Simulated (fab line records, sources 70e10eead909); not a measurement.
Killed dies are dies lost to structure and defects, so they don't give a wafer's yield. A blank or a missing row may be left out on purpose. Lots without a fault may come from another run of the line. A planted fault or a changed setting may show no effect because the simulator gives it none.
Which tool did it? | flow nand_harc | 12 lots, 36 wafers sampled, at 5 steps of a route of 1302

WHAT THE GAUGES READ, wafer by wafer
NHARC_END_SORT_01.
lot  | measured     | on        | killed_at_array | killed_at_other | killed_at_periphery | killed_dies | killed_open | killed_short
L675 | day 28 04:59 | prober-02 | 673 671 673     | 1 3 1           | 3 3 3               | 677 677 677 | 2 5 3       | 1 3 2
L677 | day 29 12:18 | prober-01 | 673 673 677     | 0 0 0           | 4 4 0               | 677 677 677 | 3 5 2       | 3 4 4
L679 | day 29 20:34 | prober-02 | 70 79 71        | 0 1 0           | 3 7 9               | 73 87 80    | 5 5 3       | 2 2 5
L678 | day 29 19:17 | prober-01 | 71 62 55        | 1 0 0           | 4 8 4               | 76 70 59    | 3 4 2       | 1 5 2
L686 | day 33 16:14 | prober-02 | 37 31 33        | 1 2 3           | 2 1 1               | 40 34 37    | 2 5 4       | 6 3 1
L688 | day 33 23:11 | prober-01 | 29 32 35        | 3 2 1           | 4 4 3               | 36 38 39    | 7 7 1       | 2 2 3

WHICH TOOL RAN EACH LOT (tool, then ch and the chambers of the sampled wafers, then the start)
lot  | NHARC_A_STAIRCASE_ETCH_27                     | NHARC_A_STAIRCASE_STRIP_175          | NHARC_A_STAIRCASE_DESCUM_186       | NHARC_A_STAIRCASE_ETCH_188
L667 | rie_diel-01 ch 0,2,3, day 16 00:55 or earlier | plasma_asher-01 ch 0, day 16 00:55   | rie_diel-06 ch 0,1,2, day 16 02:15 | rie_diel-06 ch 0,3, day 16 02:35
L670 | rie_diel-09 ch 1,3, day 17 02:02 or earlier   | plasma_asher-01 ch 0,1, day 17 02:02 | rie_diel-06 ch 1,2,3, day 17 03:26 | rie_diel-06 ch 0,1,2, day 17 03:51
L669 | rie_diel-06 ch 0,1,3, day 17 05:19 or earlier | plasma_asher-02 ch 0,1, day 17 05:19 | rie_diel-06 ch 0,2,3, day 17 06:44 | rie_diel-06 ch 1,2,3, day 17 07:11
L672 | rie_diel-01 ch 0,1, day 18 17:24 or earlier   | plasma_asher-02 ch 0,1, day 18 17:24 | rie_diel-06 ch 0,1, day 18 18:46   | rie_diel-06 ch 0,2,3, day 18 19:01
L673 | rie_diel-01 ch 1,2,3, day 18 22:09 or earlier | plasma_asher-01 ch 0, day 18 22:09   | rie_diel-01 ch 0,2,3, day 18 23:32 | rie_diel-01 ch 0,1,3, day 18 23:47
L675 | rie_diel-06 ch 0,1,3, day 19 18:25 or earlier | plasma_asher-02 ch 0,1, day 19 18:25 | rie_diel-06 ch 1,2, day 19 19:53   | rie_diel-06 ch 0,1,2, day 19 20:08
L677 | rie_diel-01 ch 0,1,2, day 20 06:38 or earlier | plasma_asher-01 ch 0,1, day 20 06:38 | rie_diel-06 ch 0,3, day 20 08:03   | rie_diel-06 ch 0,2,3, day 20 08:18
L679 | rie_diel-06 ch 0,1,2, day 20 20:37 or earlier | plasma_asher-01 ch 0,1, day 20 20:37 | rie_diel-01 ch 0,2,3, day 20 21:58 | rie_diel-01 ch 0,1,3, day 20 22:13
L678 | rie_diel-09 ch 0,1,2, day 20 20:41 or earlier | plasma_asher-02 ch 0,1, day 20 20:41 | rie_diel-06 ch 2,3, day 20 22:12   | rie_diel-06 ch 1,2, day 20 22:27
L685 | rie_diel-01 ch 0,1,3, day 23 18:18 or earlier | plasma_asher-02 ch 0,1, day 23 18:18 | rie_diel-06 ch 0,2,3, day 23 19:55 | rie_diel-06 ch 1,2,3, day 23 20:10
L686 | rie_diel-01 ch 0,1,2, day 24 18:01 or earlier | plasma_asher-01 ch 0,1, day 24 18:01 | rie_diel-06 ch 0,2,3, day 24 19:30 | rie_diel-06 ch 0,1,3, day 24 19:44
L688 | rie_diel-01 ch 0,1,2, day 24 23:48 or earlier | plasma_asher-01 ch 0,1, day 24 23:48 | rie_diel-06 ch 0,1,2, day 25 01:13 | rie_diel-06 ch 2,3, day 25 01:27
- NHARC_A_STAIRCASE_ETCH_27: etches the open film in C4F8/O2, target depth 100 nm, time 40.5 s.
- NHARC_A_STAIRCASE_STRIP_175: strips in O2.
- NHARC_A_STAIRCASE_DESCUM_186: chemistry O2, time 3 s.
- NHARC_A_STAIRCASE_ETCH_188: etches the open film in C4F8/O2, target depth 100 nm, time 40.5 s.

WHAT THE TOOLS THEMSELVES READ (means of the sampled wafers that have a number; where no wafer has one, the mark that the record gives instead)
NHARC_A_STAIRCASE_ETCH_27.
lot  | tool        | bias_w (W) | chamber_pressure_mTorr (mTorr) | oes_product_au (a.u.) | rf_vpp_V (V)
L667 | rie_diel-01 | 1000       | 24.995                         | 0.940                 | 891
L670 | rie_diel-09 | 997        | 25.014                         | 0.933                 | 893
L669 | rie_diel-06 | 1001       | 25.009                         | 0.941                 | 894
L672 | rie_diel-01 | 999        | 24.996                         | 0.958                 | 897
L673 | rie_diel-01 | 999        | 25.010                         | 0.947                 | 892
L675 | rie_diel-06 | 1001       | 25.002                         | 0.950                 | 894
L677 | rie_diel-01 | 1002       | 24.997                         | 0.940                 | 894
L679 | rie_diel-06 | 1001       | 25.034                         | 0.943                 | 896
L678 | rie_diel-09 | 1001       | 24.989                         | 0.941                 | 892
L685 | rie_diel-01 | 1001       | 24.995                         | 0.948                 | 893
L686 | rie_diel-01 | 999        | 24.985                         | 0.943                 | 892
L688 | rie_diel-01 | 998        | 24.995                         | 0.945                 | 893

NHARC_A_STAIRCASE_STRIP_175.
lot  | tool            | drypump_motor_current_A (A) | heater_power_w (W)
L667 | plasma_asher-01 | 5.7                         | 312
L670 | plasma_asher-01 | 5.5                         | 282
L669 | plasma_asher-02 | 6.4                         | 327
L672 | plasma_asher-02 | 6.4                         | 314
L673 | plasma_asher-01 | 5.7                         | 314
L675 | plasma_asher-02 | 6.4                         | 324
L677 | plasma_asher-01 | 5.6                         | 282
L679 | plasma_asher-01 | 5.6                         | 302
L678 | plasma_asher-02 | 6.4                         | 314
L685 | plasma_asher-02 | 6.5                         | 331
L686 | plasma_asher-01 | 5.6                         | 303
L688 | plasma_asher-01 | 5.5                         | 280

NHARC_A_STAIRCASE_DESCUM_186.
lot  | tool        | chamber_pressure_mTorr (mTorr) | drypump_motor_current_A (A) | o2_flow_sccm (sccm) | oes_product_au (a.u.) | rf_vpp_V (V) | showerhead_plenum_p_Torr (Torr) | throttle_valve_pct (%)
L667 | rie_diel-06 | 60.00                          | 5.5                         | 199.5               | 1.014                 | 57.9         | 1.93                            | 11.319
L670 | rie_diel-06 | 60.00                          | 5.6                         | 199.5               | 0.995                 | 58.4         | 1.91                            | 11.304
L669 | rie_diel-06 | 60.00                          | 5.6                         | 199.8               | 1.004                 | 57.5         | 1.88                            | 11.307
L672 | rie_diel-06 | 59.98                          | 5.7                         | 200.0               | 1.007                 | 57.6         | 1.91                            | 11.313
L673 | rie_diel-01 | 59.97                          | 5.6                         | 200.0               | 1.000                 | 57.7         | 1.83                            | 11.316
L675 | rie_diel-06 | 60.06                          | 5.3                         | 199.8               | 1.006                 | 57.5         | 1.93                            | 11.306
L677 | rie_diel-06 | 59.95                          | 5.8                         | 199.4               | 1.004                 | 56.8         | 1.86                            | 11.301
L679 | rie_diel-01 | 60.01                          | 5.6                         | 200.3               | 0.988                 | 57.9         | 1.82                            | 11.306
L678 | rie_diel-06 | 60.01                          | 5.3                         | 199.8               | 0.996                 | 58.1         | 1.89                            | 11.309
L685 | rie_diel-06 | 59.98                          | 5.5                         | 199.4               | 1.003                 | 57.6         | 1.86                            | 11.313
L686 | rie_diel-06 | 59.96                          | 5.6                         | 199.6               | 1.004                 | 58.2         | 1.86                            | 11.309
L688 | rie_diel-06 | 60.00                          | 5.5                         | 200.2               | 1.008                 | 58.1         | 1.91                            | 11.321

NHARC_A_STAIRCASE_ETCH_188.
lot  | tool        | bias_w (W) | chamber_pressure_mTorr (mTorr) | oes_product_au (a.u.) | rf_vpp_V (V)
L667 | rie_diel-06 | 1000       | 25.000                         | 0.937                 | 893
L670 | rie_diel-06 | 1003       | 24.985                         | 0.929                 | 897
L669 | rie_diel-06 | 999        | 25.010                         | 0.929                 | 895
L672 | rie_diel-06 | 1002       | 24.999                         | 0.956                 | 894
L673 | rie_diel-01 | 1004       | 25.006                         | 0.936                 | 894
L675 | rie_diel-06 | -          | -                              | -                     | -
L677 | rie_diel-06 | -          | -                              | -                     | -
L679 | rie_diel-01 | 999        | 25.005                         | 0.953                 | 894
L678 | rie_diel-06 | 1002       | 24.994                         | 0.948                 | 897
L685 | rie_diel-06 | 1001       | 24.999                         | 0.960                 | 896
L686 | rie_diel-06 | 997        | 24.991                         | 0.937                 | 894
L688 | rie_diel-06 | 1001       | 24.971                         | 0.955                 | 893

THE ANSWER, worked out from the rows above alone
Rule: what is usual is taken from the lots themselves. Put in order of their means at a reading, lots are off if they are a third of the lots or fewer, leave a main group of 4 or more, and stand apart from it by a gap of 3 or more times the standard deviation of the main group's means; of several such gaps the widest counts. A main group whose means are all the same, to the digits that the tables above print for the reading, isn't used. A lot without any number at a reading at which 4 lots or more have one is off too. The other lots that the step has rows for count as sound. The gauges are gone through in route order, then the tools' own readings, and for those a lot's mean is taken as printed above. The first step at which some lot is off is used, and at that step the reading that is off furthest; a lot without a number counts as furthest.
Off: L675, L677, at NHARC_END_SORT_01 (killed_at_array). The main group: mean 50, standard deviation 18. Neither off nor sound, because the step has no rows for them: L667, L670, L669, L672, L673, L685.
A tool fits if, at a process step before that reading, it ran every lot that is off, and no sound lot after the first of them. The gauges at NHARC_END_SORT_01 aren't tried: what is off there is off at NHARC_A_STAIRCASE_ETCH_188 too, on other tools, and a gauge's error can't cause that. NHARC_A_STAIRCASE_ETCH_27 gives no start for some lots, so the hours and the order of its lots are those of NHARC_A_STAIRCASE_STRIP_175. None of those tried fits.

WHAT THE SIMULATOR HAD PUT IN
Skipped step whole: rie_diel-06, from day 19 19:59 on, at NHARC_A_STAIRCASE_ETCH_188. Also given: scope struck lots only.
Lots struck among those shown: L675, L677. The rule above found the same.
